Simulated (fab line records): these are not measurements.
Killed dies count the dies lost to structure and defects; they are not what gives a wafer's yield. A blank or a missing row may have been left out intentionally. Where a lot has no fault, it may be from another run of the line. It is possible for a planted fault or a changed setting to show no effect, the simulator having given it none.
Problem report in the 8D (eight disciplines) form, filled by code :: flow nandHarc :: the parts of the form that need people (team, actions taken, sign-off) are left out

1. THE ISSUE
Wafers without a fault read 59, standard deviation 24; killedAtArray at NHARC_END_SORT_01 reads a mean of 674 on 6 wafers belonging to 2 lots. That is +26 standard deviations from the usual mean.
The first sign was on wafer L924.1 at day 33 06:24, on prober-02. The record has a number at this step for 6 wafers belonging to 2 lots. Rule for "out", or "out of limits": more than 4 standard deviations from the usual mean. The rest of the wafers with a number are treated as sound.

2. WHAT IT IS AND WHAT IT IS NOT
question: which readings at this step
is: killedAtArray, killedDies
is not: killedAtOther, killedAtPeriphery, killedShort

question: which lots
is: L924, L925
is not: -

question: which wafers of those lots
is: all that have a number
is not: -

question: read on which gauges
is: prober-01, prober-02
is not: -

question: when
is: from day 33 06:24
is not: up to then (0 sound wafers)

3. SUSPECTS, AND WHAT RULES EACH OUT
Counting: any tool at a process step up to the reading is kept as a suspect provided that every lot that is out went through it and no sound lot did after the first of them.
- the gauge at NHARC_END_SORT_01: ruled out. The wafers that are out were read on 2 gauges (prober-01, prober-02).
- rieDiel-05 at NHARC_A_STAIRCASE_TRIM_226 (chemistry O2, time 211.2 s): kept. It ran every lot that is out, first L924 (day 24 15:44), and no sound lot after that. With no start given for some of its lots, NHARC_A_STAIRCASE_TRIM_226 uses the hours and lot order of NHARC_A_STAIRCASE_TRIM_235.
- rieDiel-01 at NHARC_A_STAIRCASE_TRIM_231 (chemistry O2, time 211.2 s): kept. It ran every lot that is out, first L924 (day 24 15:44), and no sound lot after that. With no start given for some of its lots, NHARC_A_STAIRCASE_TRIM_231 uses the hours and lot order of NHARC_A_STAIRCASE_TRIM_235.
- rieDiel-01 at NHARC_A_STAIRCASE_TRIM_235 (chemistry O2, time 211.2 s): kept. It ran every lot that is out, first L924 (day 24 15:44), and no sound lot after that.
- rieDiel-01 at NHARC_A_STAIRCASE_ETCH_236 (etches the open film in C4F8/O2, target depth 100 nm, time 40.5 s): kept. It ran every lot that is out, first L924 (day 33 06:24), and no sound lot after that. With no start given for some of its lots, NHARC_A_STAIRCASE_ETCH_236 uses the hours and lot order of NHARC_END_SORT_01.
Left after counting: rieDiel-05 at NHARC_A_STAIRCASE_TRIM_226, rieDiel-01 at NHARC_A_STAIRCASE_TRIM_231, rieDiel-01 at NHARC_A_STAIRCASE_TRIM_235, rieDiel-01 at NHARC_A_STAIRCASE_ETCH_236.

4. THE CAUSE (what the simulator had put in)
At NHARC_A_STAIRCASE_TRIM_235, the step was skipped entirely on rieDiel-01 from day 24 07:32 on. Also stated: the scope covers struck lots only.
This tool is one of the 4 suspects left after counting.

5. SEQUENCE OF EFFECTS, ordered by route
Rows list readings where the struck wafers' mean (over those with a number) sits beyond 3 standard deviations from the usual. Only readings whose record carries a usual standard deviation are examined. hours: median over the lots of the time between each lot's start at the first step of this table that gives one and its start at this step. sigmas: the change, counted in usual standard deviations.
hours: 0
step: NHARC_END_SORT_01
reading: killedAtArray
usual: 59
on struck wafers: 674
change: +614
sigmas: +26

hours: 0
step: NHARC_END_SORT_01
reading: killedDies
usual: 63
on struck wafers: 677
change: +614
sigmas: +26
Readings that are blank on the struck wafers while sound wafers have them: chamberPressureMTorr at NHARC_A_STAIRCASE_TRIM_235; drypumpMotorCurrentA at NHARC_A_STAIRCASE_TRIM_235; oesProductAu at NHARC_A_STAIRCASE_TRIM_235; rfVppV at NHARC_A_STAIRCASE_TRIM_235; showerheadPlenumPTorr at NHARC_A_STAIRCASE_TRIM_235; throttleValvePct at NHARC_A_STAIRCASE_TRIM_235.

6. HOW IT WOULD HAVE BEEN CAUGHT EARLIER
The first out-of-limits reading at a measuring or inspecting step in this record came at day 33 06:24, 215 hours after the fault's start at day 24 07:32.
At NHARC_A_STAIRCASE_TRIM_235 the tool's readings are blank on the struck wafers, where sound wafers have them: an empty tool record is the first sign, and it was there at once.
By day 33 06:24, every lot that is out (2) had started NHARC_A_STAIRCASE_TRIM_235 on rieDiel-01. Tool hold at that time: it would have spared none of them.
